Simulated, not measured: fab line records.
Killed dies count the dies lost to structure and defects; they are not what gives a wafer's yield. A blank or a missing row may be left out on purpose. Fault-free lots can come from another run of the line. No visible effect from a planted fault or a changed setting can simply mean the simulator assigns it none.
A sampling plan put to the test -- flow nand_harc -- one line in one fab, 20 faults in these records, each fault weighed on the records of the lots it struck
Plan = the line's own looks (route steps where a gauge or an inspection reads the wafer without altering it). A look is open to judgement when struck wafers have a number at it and the file gives its usual mean and standard deviation on fault-free wafers. Caught: at a look after the fault's first step, the mean of the struck wafers lies 4 or more of those standard deviations (sigma) from the usual mean. On the tool: the test repeated on the tool's own readings taken at the fault's steps. It also counts as caught if the struck wafers ran another recipe or if their record alone is blank.

THE FAULTS, as the simulator had put them in
1. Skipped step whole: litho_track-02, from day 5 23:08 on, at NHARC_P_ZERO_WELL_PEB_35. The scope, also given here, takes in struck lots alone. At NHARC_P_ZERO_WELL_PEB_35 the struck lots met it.
2. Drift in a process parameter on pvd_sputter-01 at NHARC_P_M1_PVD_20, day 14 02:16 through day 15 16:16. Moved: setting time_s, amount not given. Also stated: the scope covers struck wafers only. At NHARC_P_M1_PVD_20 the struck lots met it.
3. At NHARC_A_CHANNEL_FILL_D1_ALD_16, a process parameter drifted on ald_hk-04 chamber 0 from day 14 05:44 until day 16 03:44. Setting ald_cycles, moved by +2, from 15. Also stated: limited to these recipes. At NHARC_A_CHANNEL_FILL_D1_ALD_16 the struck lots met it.
4. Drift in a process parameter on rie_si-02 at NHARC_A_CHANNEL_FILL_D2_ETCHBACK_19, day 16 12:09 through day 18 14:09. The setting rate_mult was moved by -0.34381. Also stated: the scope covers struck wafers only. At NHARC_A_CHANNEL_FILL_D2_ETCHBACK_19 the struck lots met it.
5. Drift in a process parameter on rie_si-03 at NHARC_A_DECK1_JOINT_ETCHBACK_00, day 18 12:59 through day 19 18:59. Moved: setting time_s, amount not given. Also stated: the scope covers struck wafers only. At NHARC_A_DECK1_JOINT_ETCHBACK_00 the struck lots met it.
6. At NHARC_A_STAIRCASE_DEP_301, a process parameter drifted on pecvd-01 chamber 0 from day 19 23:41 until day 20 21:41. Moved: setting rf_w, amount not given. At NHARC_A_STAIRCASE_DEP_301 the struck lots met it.
7. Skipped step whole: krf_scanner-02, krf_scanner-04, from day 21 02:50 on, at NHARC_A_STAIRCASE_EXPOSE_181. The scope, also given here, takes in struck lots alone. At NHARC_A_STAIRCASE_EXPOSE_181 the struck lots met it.
8. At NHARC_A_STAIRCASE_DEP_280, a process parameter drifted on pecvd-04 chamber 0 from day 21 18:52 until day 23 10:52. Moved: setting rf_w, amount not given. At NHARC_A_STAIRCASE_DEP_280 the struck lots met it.
9. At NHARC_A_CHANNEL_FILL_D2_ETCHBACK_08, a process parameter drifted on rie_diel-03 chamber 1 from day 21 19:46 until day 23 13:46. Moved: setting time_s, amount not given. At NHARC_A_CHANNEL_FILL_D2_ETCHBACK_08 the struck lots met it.
10. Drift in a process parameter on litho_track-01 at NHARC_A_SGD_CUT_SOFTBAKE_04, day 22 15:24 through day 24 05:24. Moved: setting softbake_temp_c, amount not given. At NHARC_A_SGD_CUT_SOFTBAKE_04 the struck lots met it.
11. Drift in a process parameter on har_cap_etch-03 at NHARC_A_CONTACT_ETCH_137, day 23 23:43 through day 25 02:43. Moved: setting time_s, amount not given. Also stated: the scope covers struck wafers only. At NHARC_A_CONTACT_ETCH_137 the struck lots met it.
12. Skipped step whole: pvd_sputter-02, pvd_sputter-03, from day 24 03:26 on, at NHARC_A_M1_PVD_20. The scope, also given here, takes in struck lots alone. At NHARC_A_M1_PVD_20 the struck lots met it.
13. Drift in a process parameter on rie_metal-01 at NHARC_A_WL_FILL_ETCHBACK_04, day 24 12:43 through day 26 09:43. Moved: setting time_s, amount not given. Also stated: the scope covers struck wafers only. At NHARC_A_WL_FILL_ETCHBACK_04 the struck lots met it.
14. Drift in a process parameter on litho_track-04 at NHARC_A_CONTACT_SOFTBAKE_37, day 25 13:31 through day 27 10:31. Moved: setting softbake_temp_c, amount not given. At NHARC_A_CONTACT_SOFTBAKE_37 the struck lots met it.
15. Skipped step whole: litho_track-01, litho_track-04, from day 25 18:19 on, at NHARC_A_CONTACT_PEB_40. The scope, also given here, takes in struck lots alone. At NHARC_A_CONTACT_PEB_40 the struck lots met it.
16. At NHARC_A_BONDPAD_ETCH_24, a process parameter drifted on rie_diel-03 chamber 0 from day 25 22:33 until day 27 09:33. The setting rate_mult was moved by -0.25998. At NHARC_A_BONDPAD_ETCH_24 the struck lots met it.
17. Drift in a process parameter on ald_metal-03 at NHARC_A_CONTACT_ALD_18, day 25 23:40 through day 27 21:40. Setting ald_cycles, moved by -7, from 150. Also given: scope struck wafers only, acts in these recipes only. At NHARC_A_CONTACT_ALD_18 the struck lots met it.
18. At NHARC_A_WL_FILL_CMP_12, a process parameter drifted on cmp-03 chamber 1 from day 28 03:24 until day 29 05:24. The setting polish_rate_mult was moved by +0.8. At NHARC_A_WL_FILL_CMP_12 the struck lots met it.
19. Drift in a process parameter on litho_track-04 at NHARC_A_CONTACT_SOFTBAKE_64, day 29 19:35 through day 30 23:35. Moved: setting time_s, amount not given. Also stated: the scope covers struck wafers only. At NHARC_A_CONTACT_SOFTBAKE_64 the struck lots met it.
20. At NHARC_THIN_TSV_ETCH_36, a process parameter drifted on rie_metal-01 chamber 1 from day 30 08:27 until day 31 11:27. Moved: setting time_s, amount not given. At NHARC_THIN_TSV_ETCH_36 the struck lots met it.

WHAT THE PLAN SAW
fault,on the tool itself,first look that catches it,"reading, sigma",median hours from its first step to that look,hours from the fault's start to the first struck lot there,judged looks passed uncaught
1,the tool's record is blank for the struck wafers,no look after it can be judged,-,-,-,0
2,under 2 sigma,not the one look that can be judged after it,-,-,-,1
3,under 2 sigma,no look after it can be judged,-,-,-,0
4,oes_product_au -26 sigma,not the one look that can be judged after it,"strongest: killed_short at NHARC_END_SORT_01, +2.5",-,-,1
5,run_length_s -6.3 sigma,no look after it can be judged,-,-,-,0
6,rf_fwd_power_W +99 or beyond sigma,not the one look that can be judged after it,-,-,-,1
7,no reading that can be judged,no look after it can be judged,-,-,-,0
8,rf_fwd_power_W -99 or beyond sigma,not the one look that can be judged after it,-,-,-,1
9,run_length_s +99 or beyond sigma,no look after it can be judged,-,-,-,0
10,heater_power_total_W +15 sigma,none of the 2 looks that can be judged after it,-,-,-,2
11,no reading that can be judged,no look after it can be judged,-,-,-,0
12,the tool's record is blank for the struck wafers,no look after it can be judged,-,-,-,0
13,run_length_s -50 sigma,not the one look that can be judged after it,-,-,-,1
14,heater_power_total_W -99 or beyond sigma,not the one look that can be judged after it,-,-,-,1
15,the tool's record is blank for the struck wafers,no look after it can be judged,-,-,-,0
16,oes_product_au -18 sigma,no look after it can be judged,-,-,-,0
17,under 2 sigma,not the one look that can be judged after it,-,-,-,1
18,time_to_endpoint_s -5.1 sigma,not the one look that can be judged after it,-,-,-,1
19,heater_power_total_W +64 sigma,not the one look that can be judged after it,-,-,-,1
20,run_length_s -11 sigma,not the one look that can be judged after it,-,-,-,1
A dash: the fault is not caught, or the number is missing from these records.

Caught at a look: 0 of 20. Caught on the tool: 15 of 20. By one or the other: 15 of 20.
On the tool alone, faults 1, 4, 5, 6, 8, 9, 10, 12, 13, 14, 15, 16, 18, 19, 20 were caught.
Caught by neither: faults 2, 3, 7, 11, 17.
